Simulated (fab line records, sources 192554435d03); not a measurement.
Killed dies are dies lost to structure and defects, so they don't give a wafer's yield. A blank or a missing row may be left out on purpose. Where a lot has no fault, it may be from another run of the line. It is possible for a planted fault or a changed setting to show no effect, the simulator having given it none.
Chamber matching -- flow n5 finfet -- 4 sister chambers for N5_BEOL_M3_DESCUM_33 on rie diel-05
The step chemistry O2, time 7 s. 4 wafers are shown with their chamber, then 9 later ones without.

== EACH WAFER AND ITS CHAMBER ==
wafer,chamber,showerhead plenum p Torr (Torr)
L084.1,2,2.09
L084.5,0,2.19
L089.1,1,2.08
L089.5,3,2.08

== WAFERS WITH NO CHAMBER GIVEN ==
wafer,showerhead plenum p Torr (Torr)
L090.1,2.08
L090.3,2.08
L090.4,2.19
L094.2,2.08
L094.4,2.18
L094.5,2.08
L096.2,2.18
L096.3,2.07
L096.6,2.07

== WHICH CHAMBER EACH ONE RAN IN ==
wafer,from the rows above,in truth
L090.1,can't be placed: 1 or 3 or 2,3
L090.3,can't be placed: 1 or 3 or 2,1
L090.4,0,0
L094.2,can't be placed: 1 or 3 or 2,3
L094.4,0,0
L094.5,can't be placed: 1 or 3 or 2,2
L096.2,0,0
L096.3,can't be placed: 1 or 3 or 2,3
L096.6,can't be placed: 1 or 3 or 2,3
Placed correctly: 3 of 9. Cannot be placed on the basis of these rows: 6; the candidates contain the true chamber in 6. Number placed wrongly: 0.
How it was worked out, from the rows above alone: a wafer's distance from a chamber is the root of the sum, over the readings, of the square of ((its reading less the chamber's mean) divided by the reading's scatter). If the next closest chamber is less than 2 further off than the closest, the wafer can't be placed; otherwise it belongs to the closest. For every chamber, the mean is computed from those of its wafers that are shown. The scatter: with one shown wafer a chamber, the root of the mean of the squares of how far each hidden wafer lies from its nearest shown one.
